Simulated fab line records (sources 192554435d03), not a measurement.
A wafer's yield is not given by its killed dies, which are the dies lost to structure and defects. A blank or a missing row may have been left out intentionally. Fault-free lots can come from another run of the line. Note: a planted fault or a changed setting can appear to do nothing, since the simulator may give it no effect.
Struck lot and sound lot, side by side | flow n5Finfet | 16 steps out of a route of 1938
Sound: the wafers L327.2, L327.3, L327.5. Struck: wafer L338.3. (L338.6 of the same lot was not struck and is left out.) The cause comes at the end.
Per side, at each step with rows, come the tool, then ch with its chambers, and then its first start. Under that, the readings that differ: sound wafers | struck wafers | difference of the means | sigmas: that difference in standard deviations of wafers without a fault.
alike: same words and numbers on both sides, and readings whose means sit less than 2 such deviations apart. not compared: any withheld reading, any reading some wafer has no value for, any bound like >300 that may hide the same value, and any number with overlapping values for which the record gives no deviation.
The two part at a step that has a row with sigmas, a row that says differs or no value, or rows on one side only. When numbers do not overlap yet have no deviation, they are printed without sigmas and do not part them. Lack of a reading on every wafer of one side parts them only where that side has two or more wafers.

N5_BEOL_M2_DESCUM_33: chemistry O2, time 7 s.
  sound on rieDiel-04 ch 1,2,3, day 7 07:20; struck on rieDiel-03 ch 3, day 9 11:19
  alike: drypumpMotorCurrentA, oesProductAu, rfVppV, showerheadPlenumPTorr, throttleValvePct
  not compared: rfHoursCounterH
then, 1 step without rows for these wafers: N5_BEOL_M2_ETCH_77 (etches underlayer in N2/H2, target depth 6.5 nm, time 5.2 s).
N5_BEOL_M2_ETCH_69: etches SiARC in CF4, target depth 15.6 nm, time 26 s.
  sound on rieDiel-04 ch 1,2,3, day 7 07:23; struck on rieDiel-03 ch 3, day 9 11:22
  alike: cf4FlowSccm, drypumpMotorCurrentA, etchRfOnTimeS, oesProductAu, rfVppV, showerheadPlenumPTorr, throttleValvePct
  not compared: rfHoursCounterH
then, 2 steps without rows for these wafers: N5_BEOL_M2_ALD_98 (deposits SiO2, target thk 2.5 nm, pulse time 1 s, co reactant pulse time 1 s); N5_BEOL_M2_ETCHBACK_99 (etches SiO2 in CHF3, target depth 5 nm, time 10.4 s).
N5_BEOL_M2_ETCH_70: etches SOC in N2/H2, target depth 80 nm, overetch 24 nm, time 130 s.
  sound on rieDiel-03 ch 2,3, day 7 21:41; struck on rieDiel-03 ch 1, day 10 10:05
  alike: drypumpMotorCurrentA, n2FlowSccm, oesProductAu, rfVppV, showerheadPlenumPTorr, throttleValvePct
  not compared: rfHoursCounterH
then, 4 steps without rows for these wafers: N5_BEOL_M2_STRIP_71 (strips in N2/H2); N5_BEOL_M2_STRIP_78 (strips in N2/H2); N5_BEOL_M2_VIA_ETCH_34 (etches the open film in C4F6/O2, target depth 69.4 nm, time 65.9 s); N5_BEOL_M2_STRIP_83 (strips in C4F6/O2).
N5_BEOL_M2_STRIP_36: strips in N2/H2.
  sound on rieDiel-03 ch 2,3, day 7 21:51; struck on rieDiel-03 ch 1, day 10 10:15
  alike: drypumpMotorCurrentA, n2FlowSccm, oesProductAu, rfVppV, showerheadPlenumPTorr, throttleValvePct
  not compared: rfHoursCounterH
N5_BEOL_M2_TRENCH_ETCH_37: etches SiOC in C4F6/O2, target depth 55.555 nm, time 29.2 s.
  sound: rieDiel-03 ch 2,3; struck: rieDiel-03 ch 1
  alike: drypumpMotorCurrentA, oesProductAu, rfVppV, showerheadPlenumPTorr, throttleValvePct
  not compared: rfHoursCounterH
N5_BEOL_M2_ETCH_41: etches SiCN in CH3F/O2, target depth 29.9 nm, time 52.5 s.
  sound on rieDiel-03 ch 2,3, day 7 21:55; struck on rieDiel-03 ch 1, day 10 10:19
reading                 | sound             | struck | difference | sigmas
model.etch.depthNm (nm) | 19.95 20.68 19.96 | 16.69  | -3.51      | 
  alike: drypumpMotorCurrentA, oesProductAu, rfVppV, showerheadPlenumPTorr, throttleValvePct
  not compared: rfHoursCounterH
then, 1 step without rows for these wafers: N5_BEOL_M2_STRIP_97 (strips in N2/H2, time 10 s).
N5_BEOL_M4_RC_MEAS_101:
  sound on prober-01 ch 0, day 9 10:29; struck on prober-01 ch 0, day 11 21:44
reading        | sound          | struck | difference | sigmas
DIBL_N (mV/V)  | 34.0 38.1 33.9 | 40.6   | +5.3       | +3
IOFF_P (nA/um) | 0.17 0.23 0.16 | 0.29   | +0.10      | +3
SS_P (mV/dec)  | 72.9 74.1 72.4 | 74.6   | +1.5       | +2
VT_P (mV)      | -255 -248 -254 | -243   | +9         | +3
  alike: DIBL_P, IOFF_N, ION_N, ION_P, SS_N, VT_N
-- the record jumps here: 4 days lie between the struck wafers' starts before and after (it left off in module BEOL_M4 and takes up again in module PASSIVATION, whose first step shown is number 1936 of the route) --
N5_PASSIVATION_PROBE_49:
  sound on prober-02, day 13 21:17; struck on prober-01, day 16 08:25
reading          | sound    | struck | difference | sigmas
killedAtFrontEnd | 28 33 22 | 62     | +34        | +3
killedAtOther    | 6 6 12   | 1      | -7         | -2
killedOpen       | 54 46 71 | 82     | +25        | +2
  alike: defectLimitedYield, killed_at_M0_to_M3, killed_at_M4_up, killedAtContacts, killedDies, killedShort, sort_bin_5_function, sort_bin_6_memory, sort_bin_8_speed, sortNPass, sortYieldPct

== WHERE THEY PART ==
Last at N5_PASSIVATION_PROBE_49 as far as this record goes, first at N5_BEOL_M4_RC_MEAS_101.

WHY: whatever the simulator had introduced
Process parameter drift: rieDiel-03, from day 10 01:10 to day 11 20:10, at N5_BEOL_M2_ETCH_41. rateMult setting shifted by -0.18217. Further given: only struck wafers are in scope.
